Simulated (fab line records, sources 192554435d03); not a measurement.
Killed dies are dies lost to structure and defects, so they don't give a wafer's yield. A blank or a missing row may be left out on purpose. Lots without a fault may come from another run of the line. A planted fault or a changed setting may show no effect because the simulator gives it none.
fab line records | flow n5_finfet
record lots=7 wafers=21
route steps=1938 shown SD_EPI_N@273 SDB@350 HKMG_FIN@392 GATE_CUT@479
start_h: hours from the record's first day to the start of the lot's first wafer shown | wait_h: hours since the lot's step before | " the same as in the row above | L1.1+2: a row that stands for several wafers | - no value, or no start given | * or withheld: withheld | < > ~ a bound
route shown NAME@n: a module of which the file shows steps, and the number in the route of the first | usual: mean/standard deviation of fault-free wafers | same: alike in all rows | chamber/n: place in a boat | sites: the reading at each site | _std_site: their standard deviation | _edge_site: outer sites' mean less inner sites' | radius_mm: how far each site lies from the wafer's centre | mask NAME#n: copy n | behind: the tool/chamber that last shaped the wafer | hold: why the lot was held/for how many hours/how that ended | device: the transistor (n, p or np) that didn't switch | end of line: the same wafers' tests at the end of the route | a step without rows: its recipe alone | killed: dies lost to structure and defects at the first sort, not the wafer's yield | map: a wafer's dies, x killed, . not, _ none there
set.NAME: the setting as run; set.NAME@STEP: as run at that earlier step | model.NAME: the simulator's own value behind a step, which no gauge read
lots whose settings were changed on purpose; a table a step, a row a wafer
## steps
# step N5_SD_EPI_N_DESCUM_14
# recipe chemistry=O2 time_s=7.9 source_power_w=50 bias_power_w=20 pressure_mtorr=20 rf_frequency_hz=2.712e+07 temp_c=40 resist=CAR-ArF-block o2_flow_sccm=225
# columns lot.wafer tool chamber start_h wait_h set.time_s set.peb_temp_c@SD_EPI_N_PEB_07 model.SD_EPI_N.cd_nm
L074.1+4 rie_diel-04 1,0 52.66 0.0 7.9 111.9 125
L074.5 " 0 " " 8.991 110 120.6
L077.1 rie_diel-02 0 71.20 0.0 7.9 113.7 129
L077.3 " 2 " " 7.9 113.7 129.8
L077.5 " 1 " " 7.9 113.7 130
L079.2+6 rie_diel-04 2,0 80.38 0.5 7.9 110 119.6
L079.4 " 0 " " 7.9 110 120.2
L080.2 rie_diel-06 0 88.13 0.0 7.9 111.3 122.6
L080.4 " 2 " " 7.358 110 119.2
L080.5 " 3 " " 7.9 110 119
L083.1 rie_diel-06 3 103.38 0.0 7.9 110 119.8
L083.4 " 1 " " 8.846 110 120.2
L083.6 " 2 " " 8.846 110 120.6
L094.1+3 rie_diel-04 0,3 175.58 0.1 7.9 110 121
L094.6 " 3 " " 7.9 110 120.6
L095.2 rie_diel-06 3 178.90 0.0 9.02 112.1 125.6
L095.3 " 2 " " 9.02 110 119.6
L095.5 " 0 " " 7.9 112.1 124.2
# step N5_SD_EPI_N_ETCH_34
# recipe chemistry=CF4 target=SiARC target_depth_a=455 mask_material=CAR-ArF-block time_s=75.8 ion_energy_ev=80 pressure_mtorr=40 source_w=545 bias_w=36 Ar_flow_sccm=100 cf4_flow_sccm=100 ends=cleared
# columns lot.wafer tool chamber start_h wait_h set.peb_temp_c@SD_EPI_N_PEB_07 model.SD_EPI_N.cd_nm
L074.1 rie_diel-04 1 52.69 0.0 111.9 125
L074.4 " 0 " " 111.9 124.8
L074.5 " 0 " " 110 120.4
L077.1 rie_diel-02 0 71.24 0.0 113.7 128.8
L077.3 " 2 " " 113.7 129.8
L077.5 " 1 " " 113.7 130
L079.2+6 rie_diel-04 2,0 80.42 0.0 110 119.6
L079.4 " 0 " " 110 120
L080.2 rie_diel-06 0 88.16 0.0 111.3 122.6
L080.4+5 " 2,3 " " 110 119
L083.1 rie_diel-06 3 103.42 0.0 110 120
L083.4+6 " 1,2 " " 110 120.6
L094.1+3 rie_diel-04 0,3 175.61 0.0 110 121
L094.6 " 3 " " 110 120.8
L095.2 rie_diel-06 3 178.93 0.0 112.1 125.8
L095.3 " 2 " " 110 119.4
L095.5 " 0 " " 112.1 124.2
# step N5_SD_EPI_N_ETCH_35
# recipe chemistry=N2/H2 target=SOC overetch_a=1080 mask_material=SiARC temp_c=40 ion_energy_ev=100 source_w=3000 bias_w=133 pressure_mtorr=20 time_s=486 n2_flow_sccm=200 h2_flow_sccm=200
# columns lot.wafer tool chamber start_h wait_h set.peb_temp_c@SD_EPI_N_PEB_07 model.SD_EPI_N.cd_nm
L074.1 rie_diel-04 1 52.75 0.0 111.9 123.4
L074.4 " 0 " " 111.9 125.2
L074.5 " 0 " " 110 120.6
L077.1 rie_diel-02 0 71.29 0.0 113.7 128.4
L077.3 " 2 " " 113.7 129.2
L077.5 " 1 " " 113.7 129.8
L079.2 rie_diel-04 2 80.47 0.0 110 120.8
L079.4 " 0 " " 110 121
L079.6 " 0 " " 110 119.6
L080.2 rie_diel-06 0 88.22 0.0 111.3 122.4
L080.4 " 2 " " 110 119.2
L080.5 " 3 " " 110 119.4
L083.1 rie_diel-06 3 103.47 0.0 110 119
L083.4 " 1 " " 110 120
L083.6 " 2 " " 110 120.6
L094.1 rie_diel-04 0 175.67 0.0 110 120.8
L094.3 " 3 " " 110 122.2
L094.6 " 3 " " 110 121
L095.2 rie_diel-06 3 178.99 0.0 112.1 126.2
L095.3 " 2 " " 110 119.2
L095.5 " 0 " " 112.1 123.2
# step N5_SD_EPI_N_STRIP_36
# recipe chemistry=N2/H2 temp_c=40 n2_flow_sccm=200 h2_flow_sccm=200 rf_frequency_hz=6e+07
# step N5_SD_EPI_N_ETCHBACK_44
# recipe chemistry=CH3F/O2 mode=anisotropic_etchback target=SiNx target_depth_a=145 stop_on=SiO2 over_etch_frac=0.3 ion_energy_ev=120 pressure_mtorr=30 source_w=395 bias_w=73 Ar_flow_sccm=150 CH3F_flow_sccm=30 O2_flow_sccm=20
# step N5_SD_EPI_N_ETCH_45
# recipe chemistry=CH3F/O2 target=SiOCN target_depth_a=60 mask_material=SOC ion_energy_ev=60 bias_w=29 pressure_mtorr=15 source_w=410 Ar_flow_sccm=150 CH3F_flow_sccm=30 O2_flow_sccm=20
# columns lot.wafer tool chamber start_h wait_h set.peb_temp_c@SD_EPI_N_PEB_07 model.SD_EPI_N.cd_nm
L074.1 rie_diel-04 1 53.17 0.1 111.9 123.4
L074.4 " 0 " " 111.9 125.2
L074.5 " 0 " " 110 120.6
L077.1 rie_diel-02 0 71.72 0.1 113.7 128.4
L077.3 " 2 " " 113.7 129.2
L077.5 " 1 " " 113.7 130
L079.2 rie_diel-04 2 80.90 0.1 110 120.8
L079.4 " 0 " " 110 121
L079.6 " 0 " " 110 119.8
L080.2 rie_diel-06 0 88.65 0.1 111.3 122.2
L080.4 " 2 " " 110 119.2
L080.5 " 3 " " 110 119.4
L083.1 rie_diel-06 3 103.90 0.1 110 119
L083.4 " 1 " " 110 120
L083.6 " 2 " " 110 120.6
L094.1 rie_diel-04 0 176.09 0.1 110 120.8
L094.3 " 3 " " 110 122.2
L094.6 " 3 " " 110 121
L095.2 rie_diel-06 3 179.41 0.1 112.1 126.2
L095.3 " 2 " " 110 119.2
L095.5 " 0 " " 112.1 123.2
# step N5_SDB_COAT_05
# recipe resist=CAR-ArF spin_rpm=1500 resist_thk_nm=90
# columns lot.wafer tool chamber start_h wait_h set.spin_rpm model.CAR-ArF_of_SDB_COAT_05.thk_nm
L074.1+4 litho_track-05 0 - - 1601 87.4
L074.5 " 0 " " 1500 90.2
L077.1+3+5 litho_track-05 0 - - 1500 89.8
L079.2 litho_track-02 0 - - 1500 90.2
L079.4 " 0 " " 1500 90.6
L079.6 " 0 " " 1500 90.4
L080.2 litho_track-04 0 - - 1334 95.8
L080.4 " 0 " " 1500 90.4
L080.5 " 0 " " 1334 95.6
L083.1+6 litho_track-04 0 - - 1545 88.8
L083.4 " 0 " " 1500 89.8
L094.1 litho_track-05 0 - - 1599 87.6
L094.3 " 0 " " 1500 90.6
L094.6 " 0 " " 1500 90.4
L095.2+3 litho_track-04 0 - - 1500 90
L095.5 " 0 " " 1591 87.4
# step N5_SDB_EXPOSE_08
# recipe mask_id=SDB na=1.35 source_shape=conventional sigma_outer=0.5 polarization=unpolarized dose_mj=49.6
# columns lot.wafer tool chamber start_h wait_h mask set.dose_mj
L074.1+5 arfi_scanner-03 0 69.76 - SDB#0 49.6
L074.4 " 0 " " SDB#0 48.59
L077.1+3 arfi_scanner-03 0 87.99 - SDB#0 47.12
L077.5 " 0 " " SDB#0 49.6
L079.2+4+6 arfi_scanner-03 0 98.19 - SDB#0 49.6
L080.2+4+5 arfi_scanner-03 0 103.97 - SDB#0 49.6
L083.1 arfi_scanner-02 0 119.57 - SDB#0 49.6
L083.4+6 " 0 " " SDB#0 48.52
L094.1+6 arfi_scanner-03 0 191.60 - SDB#0 47.49
L094.3 " 0 " " SDB#0 49.6
L095.2+5 arfi_scanner-02 0 196.49 - SDB#0 49.6
L095.3 " 0 " " SDB#0 45.88
# step N5_SDB_PEB_09
# recipe peb_temp_c=withheld peb_time_s=60 resist=CAR-ArF
# step N5_SDB_DEVELOP_10
# recipe develop_time_s=30 developer=TMAH resist=CAR-ArF rinse_liquid=diw dry=air_spin dev_temp_c=23
# columns lot.wafer tool chamber start_h wait_h set.spin_rpm@SDB_COAT_05 model.CAR-ArF_of_SDB_COAT_05.thk_nm
L074.1+4 litho_track-02 0 - - 1601 85.6
L074.5 " 0 " " 1500 88.6
L077.1+3 litho_track-05 0 - - 1500 88.2
L077.5 " 0 " " 1500 88
L079.2+6 litho_track-02 0 - - 1500 88.6
L079.4 " 0 " " 1500 89
L080.2+5 litho_track-02 0 - - 1334 94
L080.4 " 0 " " 1500 88.6
L083.1+6 litho_track-04 0 - - 1545 87
L083.4 " 0 " " 1500 88.2
L094.1 litho_track-02 0 - - 1599 85.8
L094.3 " 0 " " 1500 89
L094.6 " 0 " " 1500 88.8
L095.2+3 litho_track-02 0 - - 1500 88.2
L095.5 " 0 " " 1591 85.6
# step N5_SDB_CD_MEAS_11
# recipe target_cd_nm=50 landing_energy_ev=500 detector=se_inlens polarity=opening
# usual cd_nm=50.4/0.95
# columns lot.wafer tool chamber start_h wait_h set.dose_mj@SDB_EXPOSE_08 cd_nm
L074.1 cd_sem-01 0 69.88 - 49.6 51.2
L074.4 " 0 " " 48.59 49.3
L074.5 " 0 " " 49.6 51.1
L077.1 cd_sem-02 0 88.12 - 47.12 43.7
L077.3 " 0 " " 47.12 44.9
L077.5 " 0 " " 49.6 48.9
L079.2 cd_sem-03 0 98.31 - 49.6 51.1
L079.4 " 0 " " 49.6 51.2
L079.6 " 0 " " 49.6 51.3
L080.2 cd_sem-02 0 104.09 - 49.6 49.6
L080.4 " 0 " " 49.6 51.0
L080.5 " 0 " " 49.6 51.0
L083.1 cd_sem-03 0 119.69 - 49.6 51.4
L083.4 " 0 " " 48.52 48.4
L083.6 " 0 " " 48.52 49.7
L094.1 cd_sem-03 0 191.72 - 47.49 47.9
L094.3 " 0 " " 49.6 51.4
L094.6 " 0 " " 47.49 47.6
L095.2 cd_sem-03 0 196.61 - 49.6 51.9
L095.3 " 0 " " 45.88 42.0
L095.5 " 0 " " 49.6 51.3
# step N5_HKMG_FIN_COAT_43
# recipe resist=CAR-ArF spin_rpm=1500 resist_thk_nm=90
# columns lot.wafer tool chamber start_h wait_h set.spin_rpm model.CAR-ArF_of_HKMG_FIN_COAT_43.thk_nm
L074.1 litho_track-03 0 - - 1500 90
L074.4+5 " 0 " " 1500 90.2
L077.1 litho_track-03 0 - - 1441 92
L077.3 " 0 " " 1441 91.8
L077.5 " 0 " " 1500 90.2
L079.2 litho_track-01 0 - - 1500 90.4
L079.4+6 " 0 " " 1500 90
L080.2+4+5 litho_track-03 0 - - 1500 90
L083.1 litho_track-03 0 - - 1500 89.6
L083.4 " 0 " " 1500 89.8
L083.6 " 0 " " 1500 90
L094.1+3 litho_track-04 0 - - 1572 88.2
L094.6 " 0 " " 1500 90
L095.2 litho_track-01 0 - - 1500 90.2
L095.3 " 0 " " 1602 87.2
L095.5 " 0 " " 1602 87.4
# step N5_HKMG_FIN_EBR_45
# recipe solvent=PGMEA ebr_width_mm=1.5
# step N5_HKMG_FIN_SOFTBAKE_44
# recipe temp_c=110 time_s=60 resist=CAR-ArF
# step N5_HKMG_FIN_EXPOSE_46
# recipe mask_id=NDIPOLE na=1.35 source_shape=conventional sigma_outer=0.8 polarization=unpolarized dose_mj=40
# step N5_HKMG_FIN_PEB_47
# recipe peb_temp_c=withheld peb_time_s=60 resist=CAR-ArF
# step N5_HKMG_FIN_DEVELOP_48
# recipe develop_time_s=30 developer=TMAH resist=CAR-ArF rinse_liquid=diw dry=air_spin dev_temp_c=23
# columns lot.wafer tool chamber start_h wait_h set.spin_rpm@HKMG_FIN_COAT_43 model.CAR-ArF_of_HKMG_FIN_COAT_43.thk_nm
L074.1 litho_track-03 0 - - 1500 88.2
L074.4+5 " 0 " " 1500 88.4
L077.1+3 litho_track-04 0 - - 1441 90.2
L077.5 " 0 " " 1500 88.4
L079.2 litho_track-01 0 - - 1500 88.6
L079.4+6 " 0 " " 1500 88.4
L080.2+4 litho_track-04 0 - - 1500 88.4
L080.5 " 0 " " 1500 88.2
L083.1 litho_track-01 0 - - 1500 88
L083.4+6 " 0 " " 1500 88.2
L094.1 litho_track-04 0 - - 1572 86.4
L094.3 " 0 " " 1572 86.6
L094.6 " 0 " " 1500 88.2
L095.2 litho_track-03 0 - - 1500 88.4
L095.3 " 0 " " 1602 85.6
L095.5 " 0 " " 1602 85.8
# step N5_HKMG_FIN_DESCUM_53
# recipe chemistry=O2 time_s=7.9 source_power_w=50 bias_power_w=20 pressure_mtorr=20 rf_frequency_hz=2.712e+07 temp_c=40 resist=CAR-ArF o2_flow_sccm=225
# step N5_HKMG_FIN_ETCH_54
# recipe chemistry=CF4 target=SiARC target_depth_a=455 mask_material=CAR-ArF time_s=75.8 ion_energy_ev=80 pressure_mtorr=40 source_w=545 bias_w=36 Ar_flow_sccm=100 cf4_flow_sccm=100 ends=cleared
# columns lot.wafer tool chamber start_h wait_h set.spin_rpm@HKMG_FIN_COAT_43 model.CAR-ArF_of_HKMG_FIN_COAT_43.thk_nm
L074.1 rie_diel-06 3 76.04 0.0 1500 50.8
L074.4+5 " 2 " " 1500 51.2
L077.1+3 rie_diel-04 3,1 94.02 0.0 1441 52.8
L077.5 " 2 " " 1500 51
L079.2 rie_diel-02 0 105.00 0.0 1500 51
L079.4+6 " 3,0 " " 1500 50.8
L080.2+4 rie_diel-02 1,3 110.78 0.0 1500 51
L080.5 " 1 " " 1500 50.8
L083.1 rie_diel-06 2 125.60 0.0 1500 50.6
L083.4 " 2 " " 1500 51
L083.6 " 3 " " 1500 50.8
L094.1 rie_diel-04 1 198.17 0.0 1572 49
L094.3 " 2 " " 1572 49.2
L094.6 " 2 " " 1500 50.6
L095.2 rie_diel-04 2 202.54 0.0 1500 51
L095.3+5 " 1,2 " " 1602 48.2
# step N5_GATE_CUT_COAT_35
# recipe resist=SiARC temp_c=220 time_s=60 spin_rpm=1500 resist_thk_nm=10
# columns lot.wafer tool chamber start_h wait_h set.spin_rpm
L074.1+4 litho_track-02 0 - - 1500
L074.5 " 0 " " 1581
L077.1+3 litho_track-03 0 - - 1552
L077.5 " 0 " " 1500
L079.2+4+6 litho_track-05 0 - - 1500
L080.2 litho_track-02 0 - - 1381
L080.4+5 " 0 " " 1500
L083.1+4 litho_track-02 0 - - 1500
L083.6 " 0 " " 1550
L094.1+3 litho_track-03 0 - - 1575
L094.6 " 0 " " 1500
L095.2+3+5 litho_track-05 0 - - 1500
# step N5_GATE_CUT_DESCUM_18
# recipe chemistry=O2 time_s=7 source_power_w=50 bias_power_w=20 pressure_mtorr=20 rf_frequency_hz=2.712e+07 temp_c=40 resist=CAR-EUV o2_flow_sccm=225
# columns lot.wafer tool chamber start_h wait_h set.time_s model.CAR-EUV_of_GATE_CUT_COAT_07.thk_nm
L074.1+4+5 rie_diel-03 1,3,1 88.10 0.0 8.386 25.4
L077.1+3+5 rie_diel-03 3,0,2 106.56 0.0 7 26
L079.2+4 rie_diel-03 0,1 116.95 0.2 7 26
L079.6 " 0 " " 7 26.2
L080.2 rie_diel-01 2 122.41 0.1 6.213 26.4
L080.4 " 1 " " 7 26
L080.5 " 1 " " 6.213 26.6
L083.1 rie_diel-01 0 137.07 0.0 8.418 25.2
L083.4+6 " 2,0 " " 7 26.2
L094.1+6 rie_diel-01 2,1 210.59 0.3 7 26.2
L094.3 " 1 " " 6.175 26.6
L095.2 rie_diel-05 2 214.33 0.0 7 26
L095.3+5 " 0 " " 7 26.2
# step N5_GATE_CUT_ETCH_28
# recipe chemistry=N2/H2 target=underlayer target_depth_a=130 mask_material=CAR-EUV time_s=10.4 ion_energy_ev=200 pressure_mtorr=30 source_w=840 bias_w=150 n2_flow_sccm=200 h2_flow_sccm=200 ends=cleared
# columns lot.wafer tool chamber start_h wait_h set.time_s@GATE_CUT_DESCUM_18 model.CAR-EUV_of_GATE_CUT_COAT_07.thk_nm
L074.1+4+5 rie_diel-03 1,3,1 88.13 0.0 8.386 14
L077.1 rie_diel-03 3 106.59 0.0 7 14.4
L077.3+5 " 0,2 " " 7 14.6
L079.2+4 rie_diel-03 0,1 116.99 0.0 7 14.6
L079.6 " 0 " " 7 14.8
L080.2+5 rie_diel-01 2,1 122.45 0.0 6.213 15.2
L080.4 " 1 " " 7 14.8
L083.1 rie_diel-01 0 137.11 0.0 8.418 13.8
L083.4 " 2 " " 7 14.8
L083.6 " 0 " " 7 14.6
L094.1+6 rie_diel-01 2,1 210.63 0.0 7 14.8
L094.3 " 1 " " 6.175 15.2
L095.2+3+5 rie_diel-05 2,0,0 214.36 0.0 7 14.6
# step N5_GATE_CUT_ETCH_36
# recipe chemistry=CF4 target=SiARC target_depth_a=130 mask_material=CAR-EUV time_s=21.7 ion_energy_ev=80 pressure_mtorr=40 source_w=545 bias_w=36 Ar_flow_sccm=100 cf4_flow_sccm=100 ends=cleared
# columns lot.wafer tool chamber start_h wait_h set.spin_rpm@GATE_CUT_COAT_35 model.etch.depth_nm
L074.1 rie_diel-03 1 88.15 0.0 1500 10.04
L074.4 " 3 " " 1500 10.02
L074.5 " 1 " " 1581 9.777
L077.1 rie_diel-03 3 106.61 0.0 1552 9.801
L077.3 " 0 " " 1552 9.821
L077.5 " 2 " " 1500 9.974
L079.2+6 rie_diel-03 0 117.01 0.0 1500 10
L079.4 " 1 " " 1500 9.99
L080.2 rie_diel-01 2 122.47 0.0 1381 10.44
L080.4 " 1 " " 1500 9.992
L080.5 " 1 " " 1500 9.997
L083.1 rie_diel-01 0 137.13 0.0 1500 10.02
L083.4 " 2 " " 1500 9.974
L083.6 " 0 " " 1550 9.809
L094.1 rie_diel-01 2 210.65 0.0 1575 9.779
L094.3 " 1 " " 1575 9.727
L094.6 " 1 " " 1500 10.02
L095.2 rie_diel-05 2 214.38 0.0 1500 10
L095.3 " 0 " " 1500 10.01
L095.5 " 0 " " 1500 9.993
## key
split step=N5_SD_EPI_N_DESCUM_14 setting=time_s stated=7.9 by=wafer
response none clear
split step=N5_SDB_COAT_05 setting=spin_rpm stated=1500 by=wafer
response step=N5_SDB_COAT_05 reading=model.CAR-ArF_of_SDB_COAT_05.thk_nm change=-0.449 per=1% r=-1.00
response step=N5_SDB_DEVELOP_10 reading=model.CAR-ArF_of_SDB_COAT_05.thk_nm change=-0.466 per=1% r=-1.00
split step=N5_SDB_EXPOSE_08 setting=dose_mj stated=49.6 by=wafer
response step=N5_SDB_CD_MEAS_11 reading=cd_nm change=+1.11 per=1% r=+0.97
split step=N5_HKMG_FIN_COAT_43 setting=spin_rpm stated=1500 by=wafer
response step=N5_HKMG_FIN_COAT_43 reading=model.CAR-ArF_of_HKMG_FIN_COAT_43.thk_nm change=-0.414 per=1% r=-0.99
response step=N5_HKMG_FIN_DEVELOP_48 reading=model.CAR-ArF_of_HKMG_FIN_COAT_43.thk_nm change=-0.396 per=1% r=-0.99
response step=N5_HKMG_FIN_ETCH_54 reading=model.CAR-ArF_of_HKMG_FIN_COAT_43.thk_nm change=-0.393 per=1% r=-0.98
split step=N5_GATE_CUT_COAT_35 setting=spin_rpm stated=1500 by=wafer
response step=N5_GATE_CUT_ETCH_36 reading=model.etch.depth_nm change=-0.0527 per=1% r=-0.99
split step=N5_GATE_CUT_DESCUM_18 setting=time_s stated=7 by=wafer
response step=N5_GATE_CUT_DESCUM_18 reading=model.CAR-EUV_of_GATE_CUT_COAT_07.thk_nm change=-0.0453 per=1% r=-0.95
response step=N5_GATE_CUT_ETCH_28 reading=model.CAR-EUV_of_GATE_CUT_COAT_07.thk_nm change=-0.0406 per=1% r=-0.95
split outside_this_file step=N5_SD_EPI_N_PEB_07 setting=peb_temp_c
# split outside_this_file: this setting was split too, and the file shows its column; the key of that split is in another file
